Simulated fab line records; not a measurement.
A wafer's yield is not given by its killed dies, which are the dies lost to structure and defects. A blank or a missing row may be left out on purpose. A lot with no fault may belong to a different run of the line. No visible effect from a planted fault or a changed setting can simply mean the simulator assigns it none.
Struck lot and sound lot, side by side ; flow n5 finfet ; 15 steps out of a route of 1938
Sound: these wafers, L905.1, L905.2, L905.6. Struck: wafers L907.1, L907.2 (left out: L907.3, a lot-mate that was not struck); the cause follows at the end.
Per side, at each step with rows, come the tool, then ch with its chambers, and then its first start. Under that, the readings that differ: sound wafers ; struck wafers ; difference of the means ; sigmas: that difference in standard deviations of wafers without a fault.
alike: words and numbers the same on both sides, and readings whose means are apart by under 2 such deviations; not compared: readings that were withheld, readings missing a value for some wafer, numbers with overlapping values and no deviation given by the record, and bounds like >300 which may hide the same value.
A row with sigmas, a row that says differs or no value, or rows on one side alone: a step with any of these is where the two part. Numbers that don't overlap but have no deviation are shown without sigmas and don't part them. Lack of a reading on every wafer of one side parts them only where that side has two or more wafers.

N5_BEOL_M10_TRENCH_ETCH_37: etches SiCOH lowk in C4F6/O2, target depth 148.83 nm, time 48 s.
  sound: rie diel-01 ch 0,2; struck: rie diel-01 ch 2,3
  alike: drypump motor current A, oes_o_777_au, oes product au, rf vpp V, showerhead plenum p Torr, throttle valve pct
  not compared: rf hours counter h
N5_BEOL_M10_ETCH_41: etches SiCN in CH3F/O2, target depth 42.6 nm, time 86 s.
  sound: rie diel-01 ch 0,2; struck: rie diel-01 ch 2,3
  alike: drypump motor current A, oes product au, rf vpp V, showerhead plenum p Torr, throttle valve pct
  not compared: rf hours counter h
N5_BEOL_M10_STRIP_77: strips in N2/H2, time 10 s.
  sound: rie diel-01 ch 0,2; struck: rie diel-01 ch 2,3
  alike: drypump motor current A, h2 flow sccm, oes product au, rf vpp V, showerhead plenum p Torr, throttle valve pct
  not compared: rf hours counter h
N5_BEOL_M10_OCD_MEAS_38:
  sound on ocd-02 at day 14 13:43; struck on ocd-02 at day 14 21:48
  alike: trench depth nm
then, 4 steps without rows for these wafers: N5_BEOL_M10_HM_STRIP_39 (strips TiN in peroxide tin strip, target depth 25 nm, time 158 s); N5_BEOL_M10_SRD_40 (time 30 s); N5_BEOL_M10_PRECLEAN_42 (cleans in residue remover, time 60 s); N5_BEOL_M10_SRD_43 (time 30 s).
N5_BEOL_M10_CD_MEAS_35 targets a cd of 70 nm.
  sound on cd sem-01 at day 14 13:52; struck on cd sem-01 at day 14 21:58
  alike: cd nm
N5_BEOL_M10_CURE_72: cures SiCOH lowk, time 120 s.
  sound on uv cure-03 ch 2, day 14 14:03; struck on uv cure-02 ch 2, day 14 22:00
  alike: lamp power pct, wafer_temp_C_max
then, 2 steps without rows for these wafers: N5_BEOL_M10_DEGAS_44 (time 60 s); N5_BEOL_M10_PRE_CLEAN_45 (time 30 s).
N5_BEOL_M10_ALD_74: deposits TaN, target thk 2 nm, pulse time 2 s, purge time 3 s.
  sound on ald metal-01 ch 2,3, day 14 14:40; struck on ald metal-01 ch 1,2, day 14 22:39
reading;sound;struck;difference;sigmas
ald cycles;40 40 40;38 38;-2;
  alike: chamber pressure Torr, heater power w, precursor vessel temp c
N5_BEOL_M10_SURFACE_TREAT_76:
  sound on pvd sputter-02 at day 14 15:22; struck on pvd sputter-02 at day 15 00:02
  not compared: throttle valve pct
N5_PASSIVATION_PROBE_49:
  sound on prober-01 at day 16 23:23; struck on prober-01 at day 16 22:32
  alike: defect limited yield, killed_at_M0_to_M3, killed_at_M4_up, killed at contacts, killed at front end, killed at other, killed dies, killed open, killed short, sort_bin_5_function, sort_bin_6_memory, sort n pass, sort yield pct

== WHERE THEY PART ==
Nowhere in this record.

WHY: whatever the simulator had introduced
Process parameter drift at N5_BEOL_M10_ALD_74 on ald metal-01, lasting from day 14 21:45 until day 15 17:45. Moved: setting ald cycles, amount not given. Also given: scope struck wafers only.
